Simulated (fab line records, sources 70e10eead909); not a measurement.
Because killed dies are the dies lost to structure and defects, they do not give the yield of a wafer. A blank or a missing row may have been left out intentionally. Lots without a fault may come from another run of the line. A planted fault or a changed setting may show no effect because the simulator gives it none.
fab line records + flow nandHarc
record
- lots=13
- wafers=39
- lastDay=32
route steps=1302 shown A_M0@1157 A_M1@1178 END@1302
lots that met no fault: from a run of the same line without faults
startH: hours from the record's first day to the start of the lot's first wafer shown + waitH: hours from the lot's prior step to this one + " unchanged from the row above + L1.1+2: a single row standing in for several wafers + - no value, or no start was given + * or withheld: withheld + < > ~ a bound
route shown NAME@n: names a module that has steps shown in the file, with the first one's number in the route + usual: mean/standard deviation taken from wafers without a fault + same: alike in all rows + chamber/n: place in a boat + sites: per-site readings + _std_site: standard deviation of those values + _edge_site: outer sites' mean less inner sites' + radiusMm: how far each site lies from the wafer's centre + mask NAME#n: copy n + behind: tool/chamber where the wafer was last shaped + hold: why the lot went on hold/how many hours it stayed there/how the hold came to an end + device: the n, p or np transistor that did not switch + end of line: the route-end tests of the same wafers + for a step that has no rows: nothing shown but its recipe + killed: dies lost to structure and defects at the first sort, not the wafer's yield + map: shows each die of a wafer: x if killed, . if not, _ if none is there
set.NAME: the setting that was run; set.NAME@STEP: the one run at that earlier step + model.NAME: the simulator's own value behind a step, which no gauge read
a sample of lots followed through the steps of the route, with each step as a table and each wafer as a row
services: from which hour (startH, from the record's first day; less than 0 if before it) a tool's chamber was out of use, for how many hours, and why
## steps
# step NHARC_A_M0_PRE_CLEAN_29
# recipe
- timeS=30
- tempC=280
- gas=H2/He
# usual
- heaterPowerW=407/41
| lot.wafer | tool          | chamber | startH | waitH | heaterPowerW |
|-----------|---------------|---------|--------|-------|--------------|
| L287.3    | pvdSputter-01 | -       | -      | -     | 366          |
| L287.2    | "             | -       | "      | "     | 463          |
| L287.5    | "             | -       | "      | "     | 373          |
| L288.2    | pvdSputter-03 | -       | -      | -     | 406          |
| L288.3    | "             | -       | "      | "     | 430          |
| L288.5    | "             | -       | "      | "     | 400          |
| L290.2    | pvdSputter-02 | -       | -      | -     | 426          |
| L290.4    | "             | -       | "      | "     | 392          |
| L290.6    | "             | -       | "      | "     | 439          |
| L292.2    | pvdSputter-03 | -       | -      | -     | 382          |
| L292.6    | "             | -       | "      | "     | 389          |
| L292.5    | "             | -       | "      | "     | 383          |
| L291.3    | pvdSputter-01 | -       | -      | -     | 389          |
| L291.4    | "             | -       | "      | "     | 463          |
| L291.5    | "             | -       | "      | "     | 387          |
| L295.2    | pvdSputter-01 | -       | -      | -     | 372          |
| L295.4    | "             | -       | "      | "     | 475          |
| L295.5    | "             | -       | "      | "     | 383          |
| L296.4    | pvdSputter-01 | -       | -      | -     | 376          |
| L296.2    | "             | -       | "      | "     | 381          |
| L296.3    | "             | -       | "      | "     | 377          |
| L298.3    | pvdSputter-01 | -       | -      | -     | 392          |
| L298.2    | "             | -       | "      | "     | 374          |
| L298.5    | "             | -       | "      | "     | 472          |
| L299.4    | pvdSputter-01 | -       | -      | -     | 373          |
| L299.6    | "             | -       | "      | "     | 380          |
| L299.5    | "             | -       | "      | "     | 374          |
| L301.2    | pvdSputter-03 | -       | -      | -     | 438          |
| L301.3    | "             | -       | "      | "     | 507          |
| L301.6    | "             | -       | "      | "     | 424          |
| L304.4    | pvdSputter-01 | -       | -      | -     | 469          |
| L304.3    | "             | -       | "      | "     | 382          |
| L304.5    | "             | -       | "      | "     | 385          |
| L306.1    | pvdSputter-02 | -       | -      | -     | 407          |
| L306.6    | "             | -       | "      | "     | 335          |
| L306.5    | "             | -       | "      | "     | 411          |
| L307.3    | pvdSputter-02 | -       | -      | -     | 409          |
| L307.1    | "             | -       | "      | "     | 344          |
| L307.6    | "             | -       | "      | "     | 413          |
# step NHARC_A_M0_PVD_20
# recipe
- targetThkA=50
- biasV=168.6
- powerW=15000
- chamberPressurePa=0.12
- timeS=8.06
- substrateTempC=50
- material=TaN
# usual
- throttleValvePct=29.3/1
| lot.wafer | tool          | chamber | startH | waitH | throttleValvePct |
|-----------|---------------|---------|--------|-------|------------------|
| L287.3    | pvdSputter-01 | -       | -      | -     | 28.3             |
| L287.2    | "             | -       | "      | "     | 31.3             |
| L287.5    | "             | -       | "      | "     | 28.2             |
| L288.3    | pvdSputter-03 | -       | -      | -     | 30.9             |
| L288.2    | "             | -       | "      | "     | 29.5             |
| L288.5    | "             | -       | "      | "     | 30.7             |
| L290.4    | pvdSputter-02 | -       | -      | -     | 29.4             |
| L290.2    | "             | -       | "      | "     | 29.4             |
| L290.6    | "             | -       | "      | "     | 28.9             |
| L292.2    | pvdSputter-03 | -       | -      | -     | 28.5             |
| L292.5    | "             | -       | "      | "     | 28.2             |
| L292.6    | "             | -       | "      | "     | 31.1             |
| L291.3    | pvdSputter-01 | -       | -      | -     | 28.4             |
| L291.4    | "             | -       | "      | "     | 30.4             |
| L291.5    | "             | -       | "      | "     | 28.3             |
| L295.2    | pvdSputter-01 | -       | -      | -     | 28.7             |
| L295.4    | "             | -       | "      | "     | 28.7             |
| L295.5    | "             | -       | "      | "     | 28.6             |
| L296.3    | pvdSputter-01 | -       | -      | -     | 29.5             |
| L296.2    | "             | -       | "      | "     | 28.5             |
| L296.4    | "             | -       | "      | "     | 28.9             |
| L298.2    | pvdSputter-01 | -       | -      | -     | 28.7             |
| L298.3    | "             | -       | "      | "     | 31.2             |
| L298.5    | "             | -       | "      | "     | 28.5             |
| L299.4    | pvdSputter-01 | -       | -      | -     | 28.8             |
| L299.6    | "             | -       | "      | "     | 29.3             |
| L299.5    | "             | -       | "      | "     | 28.7             |
| L301.3    | pvdSputter-03 | -       | -      | -     | 27.9             |
| L301.2    | "             | -       | "      | "     | 28.1             |
| L301.6    | "             | -       | "      | "     | 27.9             |
| L304.4    | pvdSputter-01 | -       | -      | -     | 29.4             |
| L304.3    | "             | -       | "      | "     | 28.6             |
| L304.5    | "             | -       | "      | "     | 31.2             |
| L306.1    | pvdSputter-02 | -       | -      | -     | 29.1             |
| L306.6    | "             | -       | "      | "     | 29.2             |
| L306.5    | "             | -       | "      | "     | 29.1             |
| L307.1    | pvdSputter-02 | -       | -      | -     | 28.7             |
| L307.3    | "             | -       | "      | "     | 28.9             |
| L307.6    | "             | -       | "      | "     | 28.8             |
# step NHARC_A_M1_DEVELOP_08
# recipe
- developTimeS=35
- devTempC=23
# usual
- developerTempC=22.99/0.1
| lot.wafer | tool          | chamber | startH | waitH | developerTempC |
|-----------|---------------|---------|--------|-------|----------------|
| L287.2    | lithoTrack-06 | 0       | 524    | -     | 23.04          |
| L287.3    | "             | 0       | "      | "     | 23.00          |
| L287.5    | "             | 0       | "      | "     | 22.98          |
| L288.2    | lithoTrack-06 | 0       | 527    | -     | 22.98          |
| L288.3    | "             | 0       | "      | "     | 23.01          |
| L288.5    | "             | 0       | "      | "     | 22.96          |
| L290.2    | lithoTrack-01 | 0       | 566    | -     | 22.94          |
| L290.4    | "             | 0       | "      | "     | 23.06          |
| L290.6    | "             | 0       | "      | "     | 22.92          |
| L292.2    | lithoTrack-01 | 0       | 568    | -     | 22.76          |
| L292.5    | "             | 0       | "      | "     | 22.88          |
| L292.6    | "             | 0       | "      | "     | 22.67          |
| L291.3    | lithoTrack-04 | 0       | 573    | -     | 22.94          |
| L291.4    | "             | 0       | "      | "     | 22.95          |
| L291.5    | "             | 0       | "      | "     | 23.05          |
| L295.2    | lithoTrack-01 | 0       | 608    | -     | 22.96          |
| L295.4    | "             | 0       | "      | "     | 22.95          |
| L295.5    | "             | 0       | "      | "     | 22.99          |
| L296.2    | lithoTrack-06 | 0       | 614    | -     | 23.19          |
| L296.3    | "             | 0       | "      | "     | 22.88          |
| L296.4    | "             | 0       | "      | "     | 22.84          |
| L298.2    | lithoTrack-01 | 0       | 641    | -     | 23.08          |
| L298.3    | "             | 0       | "      | "     | 23.09          |
| L298.5    | "             | 0       | "      | "     | 23.26          |
| L299.4    | lithoTrack-06 | 0       | 642    | -     | 22.86          |
| L299.5    | "             | 0       | "      | "     | 22.94          |
| L299.6    | "             | 0       | "      | "     | 23.00          |
| L301.2    | lithoTrack-01 | 0       | 659    | -     | 23.13          |
| L301.3    | "             | 0       | "      | "     | 22.93          |
| L301.6    | "             | 0       | "      | "     | 22.91          |
| L304.3    | lithoTrack-06 | 0       | 689    | -     | 22.12          |
| L304.4    | "             | 0       | "      | "     | 22.15          |
| L304.5    | "             | 0       | "      | "     | 21.95          |
| L306.1    | lithoTrack-04 | 0       | 701    | -     | 23.02          |
| L306.5    | "             | 0       | "      | "     | 23.04          |
| L306.6    | "             | 0       | "      | "     | 22.91          |
| L307.1    | lithoTrack-06 | 0       | 718    | -     | 22.09          |
| L307.3    | "             | 0       | "      | "     | 22.06          |
| L307.6    | "             | 0       | "      | "     | 22.01          |
# step NHARC_A_M1_PVD_20
# recipe
- targetThkA=50
- biasV=168.6
- powerW=15000
- chamberPressurePa=0.12
- timeS=8.06
- substrateTempC=50
- material=TaN
# usual
- throttleValvePct=29.3/1.1
| lot.wafer | tool          | chamber | startH | waitH | throttleValvePct |
|-----------|---------------|---------|--------|-------|------------------|
| L287.2    | pvdSputter-01 | -       | -      | -     | 30.3             |
| L287.3    | "             | -       | "      | "     | 28.3             |
| L287.5    | "             | -       | "      | "     | 30.1             |
| L288.2    | pvdSputter-01 | -       | -      | -     | 28.2             |
| L288.3    | "             | -       | "      | "     | 31.2             |
| L288.5    | "             | -       | "      | "     | 28.1             |
| L290.4    | pvdSputter-01 | -       | -      | -     | 28.3             |
| L290.2    | "             | -       | "      | "     | 31.5             |
| L290.6    | "             | -       | "      | "     | 28.2             |
| L292.2    | pvdSputter-03 | -       | -      | -     | 28.1             |
| L292.5    | "             | -       | "      | "     | 29.7             |
| L292.6    | "             | -       | "      | "     | 27.9             |
| L291.4    | pvdSputter-01 | -       | -      | -     | 30.5             |
| L291.3    | "             | -       | "      | "     | 28.1             |
| L291.5    | "             | -       | "      | "     | 31.2             |
| L295.2    | pvdSputter-02 | -       | -      | -     | 28.8             |
| L295.4    | "             | -       | "      | "     | 29.7             |
| L295.5    | "             | -       | "      | "     | 29.5             |
| L296.3    | pvdSputter-03 | -       | -      | -     | 30.9             |
| L296.2    | "             | -       | "      | "     | 28.1             |
| L296.4    | "             | -       | "      | "     | 29.3             |
| L298.3    | pvdSputter-03 | -       | -      | -     | 31.0             |
| L298.2    | "             | -       | "      | "     | 29.6             |
| L298.5    | "             | -       | "      | "     | 28.4             |
| L299.4    | pvdSputter-03 | -       | -      | -     | 29.5             |
| L299.5    | "             | -       | "      | "     | 28.3             |
| L299.6    | "             | -       | "      | "     | 29.6             |
| L301.3    | pvdSputter-02 | -       | -      | -     | 28.6             |
| L301.2    | "             | -       | "      | "     | 29.1             |
| L301.6    | "             | -       | "      | "     | 28.7             |
| L304.4    | pvdSputter-01 | -       | -      | -     | 29.3             |
| L304.3    | "             | -       | "      | "     | 28.7             |
| L304.5    | "             | -       | "      | "     | 28.8             |
| L306.1    | pvdSputter-03 | -       | -      | -     | 28.1             |
| L306.5    | "             | -       | "      | "     | 27.9             |
| L306.6    | "             | -       | "      | "     | 31.0             |
| L307.3    | pvdSputter-01 | -       | -      | -     | 29.3             |
| L307.1    | "             | -       | "      | "     | 31.2             |
| L307.6    | "             | -       | "      | "     | 29.7             |
# step NHARC_END_SORT_01
# recipe
- tempC=25
# usual
- defectLimitedYield=91.5/2.9
- killedAtArray=53/20
- killedAtOther=1/1.2
- killedAtPeriphery=3.7/2.6
- killedDies=58/20
- killedOpen=3.5/1.8
- killedShort=2.4/1.7
- sort_bin_2_pct=3.1/1.3
- sort_bin_3_pct=0.6/0.4
- sort_bin_4_pct=4.9/1.7
- sortNPass=619/20
- sortRimYieldPct=92/4
- sortYieldPct=91.5/2.9
# same
- grossDies=677
- sort_bin_5_pct[%]=0
- sort_bin_6_pct[%]=0
- sort_bin_7_pct[%]=0
- sort_bin_8_pct[%]=0
- sortRimNGross=106.00
| lot.wafer | tool      | chamber | startH | waitH | defectLimitedYield[%] | killedAtArray | killedAtOther | killedAtPeriphery | killedDies | killedOpen | killedShort | sort_bin_2_pct[%] | sort_bin_3_pct[%] | sort_bin_4_pct[%] | sortNPass | sortRimYieldPct[%] | sortYieldPct[%] |
|-----------|-----------|---------|--------|-------|-----------------------|---------------|---------------|-------------------|------------|------------|-------------|-------------------|-------------------|-------------------|-----------|--------------------|-----------------|
| L304.3    | prober-01 | 0       | 725.73 | 3.1   | 91.0                  | 61            | 0             | 0                 | 61         | 1          | 3           | 2.7               | 0.7               | 5.6               | 616       | 90                 | 91.0            |
| L304.4    | prober-01 | 0       | 726.53 | 3.4   | 88.8                  | 75            | 0             | 1                 | 76         | 1          | 1           | 3.2               | 1.0               | 6.9               | 601       | 93                 | 88.8            |
| L304.5    | prober-01 | 0       | 727.34 | 3.7   | 88.8                  | 72            | 1             | 3                 | 76         | 7          | 2           | 5.2               | 0.6               | 5.5               | 601       | 94                 | 88.8            |
# killed by level:class
L304.3 A_CHANNEL_HOLE_D1:chamberFilmFlake=34 A_SLIT:chamberFilmFlake=17 A_CONTACT:chamberFilmFlake=4 A_SOURCE_PLATE:geometricParticle:short=1 A_ONON_D2:geometricParticle:open=1 A_SGD_CUT:geometricParticle:short=1 A_WL_FILL:geometricParticle:short=1 A_DECK1_JOINT:chamberFilmFlake=1
L304.4 A_SLIT:chamberFilmFlake=36 A_CHANNEL_HOLE_D1:chamberFilmFlake=32 A_CONTACT:chamberFilmFlake=4 A_CHANNEL_FILL_D1:geometricParticle:open=1 A_CHANNEL_FILL_D2:geometricParticle:short=1 P_GATE:chamberFilmFlake=1 A_ZERO_WELL:chamberFilmFlake=1
L304.5 A_SLIT:chamberFilmFlake=31 A_CHANNEL_HOLE_D1:chamberFilmFlake=27 A_WL_FILL:chamberFilmFlake=3 A_CHANNEL_FILL_D1:geometricParticle:open=2 A_DECK1_JOINT:chamberFilmFlake=2 P_CONTACT:geometricParticle:short=1 P_CONTACT:geometricParticle:open=1 A_DECK1_JOINT:geometricParticle:open=1
## services
| tool          | chamber | startH | hours | kind   |
|---------------|---------|--------|-------|--------|
| lithoTrack-01 | -       | 505.00 | 7.0   | pm     |
| pvdSputter-03 | -       | 526.01 | 10.0  | pm     |
| lithoTrack-06 | -       | 529.00 | 7.0   | pm     |
| pvdSputter-02 | -       | 533.43 | 6.7   | repair |
| pvdSputter-03 | -       | 538.64 | 4.8   | repair |
| lithoTrack-04 | -       | 553.00 | 7.0   | pm     |
| pvdSputter-02 | -       | 572.80 | 15.3  | repair |
| pvdSputter-01 | -       | 588.01 | 10.0  | pm     |
| pvdSputter-02 | -       | 610.30 | 15.0  | repair |
| pvdSputter-03 | -       | 631.29 | 2.7   | repair |
| pvdSputter-02 | -       | 638.08 | 10.0  | pm     |
| pvdSputter-01 | -       | 642.25 | 21.2  | repair |
| lithoTrack-01 | -       | 680.00 | 7.0   | pm     |
| lithoTrack-06 | -       | 704.00 | 7.0   | pm     |
| pvdSputter-03 | -       | 704.01 | 10.0  | pm     |
## key
firstSign
- step=NHARC_A_M1_DEVELOP_08
- reading=developerTempC
- direction=down
- sigmas=9
- usual=*
- struck=*
effect none on later readings
metAt NHARC_A_M1_DEVELOP_08
struckLots L304,L307
notActingAt NHARC_A_M0_PRE_CLEAN_29,NHARC_A_M0_PVD_20,NHARC_A_M1_PVD_20
onsetBetween 642 689
fault
- kind=processParameterDrift
- tool=lithoTrack-06
- chamber=-
- onsetH=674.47
- steps=NHARC_A_M1_DEVELOP_08
- channel=devTempC
- offset=*
- shape=step
- endH=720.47
- actsIn=*
- stated=*
